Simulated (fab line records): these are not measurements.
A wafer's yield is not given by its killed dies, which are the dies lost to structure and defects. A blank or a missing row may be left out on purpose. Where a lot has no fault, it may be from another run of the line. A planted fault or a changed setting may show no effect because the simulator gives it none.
Chamber matching :: flow n5-finfet :: N5_BEOL_M6_PECVD_70 on pecvd-02 has 3 sister chambers
The step deposits SiO2 from TEOS/O2, target thk 20 nm, time 22.7 s. 6 wafers are shown with their chamber, then 10 later ones without.

== WAFERS PAIRED WITH THEIR CHAMBERS ==
wafer: L080.4
chamber: 2
throttle-valve-pct (%): 22.2
heater-power-w (W): 864

wafer: L082.1
chamber: 2
throttle-valve-pct (%): 22.2
heater-power-w (W): 860

wafer: L082.2
chamber: 0
throttle-valve-pct (%): 24.1
heater-power-w (W): 817

wafer: L082.5
chamber: 1
throttle-valve-pct (%): 22.5
heater-power-w (W): 535

wafer: L083.3
chamber: 0
throttle-valve-pct (%): 24.2
heater-power-w (W): 741

wafer: L083.4
chamber: 1
throttle-valve-pct (%): 22.6
heater-power-w (W): 543

== WAFERS WITH NO CHAMBER GIVEN ==
wafer: L083.6
throttle-valve-pct (%): 22.2
heater-power-w (W): 761

wafer: L085.3
throttle-valve-pct (%): 22.6
heater-power-w (W): 503

wafer: L085.4
throttle-valve-pct (%): 24.2
heater-power-w (W): 822

wafer: L085.5
throttle-valve-pct (%): 22.1
heater-power-w (W): 846

wafer: L087.2
throttle-valve-pct (%): 24.1
heater-power-w (W): 794

wafer: L087.3
throttle-valve-pct (%): 22.2
heater-power-w (W): 788

wafer: L087.5
throttle-valve-pct (%): 22.2
heater-power-w (W): 788

wafer: L095.3
throttle-valve-pct (%): 22.7
heater-power-w (W): 549

wafer: L095.4
throttle-valve-pct (%): 24.1
heater-power-w (W): 788

wafer: L095.6
throttle-valve-pct (%): 22.8
heater-power-w (W): 546

== THE CHAMBER EACH PASSED THROUGH ==
wafer: L083.6
from the rows above: 2
in truth: 2

wafer: L085.3
from the rows above: 1
in truth: 1

wafer: L085.4
from the rows above: 0
in truth: 0

wafer: L085.5
from the rows above: 2
in truth: 2

wafer: L087.2
from the rows above: 0
in truth: 0

wafer: L087.3
from the rows above: 2
in truth: 2

wafer: L087.5
from the rows above: 2
in truth: 2

wafer: L095.3
from the rows above: 1
in truth: 1

wafer: L095.4
from the rows above: 0
in truth: 0

wafer: L095.6
from the rows above: 1
in truth: 1
Correct placement for 10 of the 10. Can't be placed from these rows: 0. Wrongly placed: 0.
How it was worked out, from the rows above alone: a wafer's distance from a chamber is the root of the sum, over the readings, of the square of ((its reading less the chamber's mean) divided by the reading's scatter). The wafer belongs to the nearest chamber; if the next one is less than 2 further off, it can't be placed. Each chamber's mean is taken over the wafers shown for it. The scatter: take each reading less its chamber's mean, square it, sum over the shown wafers, divide by the number of wafers less the number of chambers, and take the root.
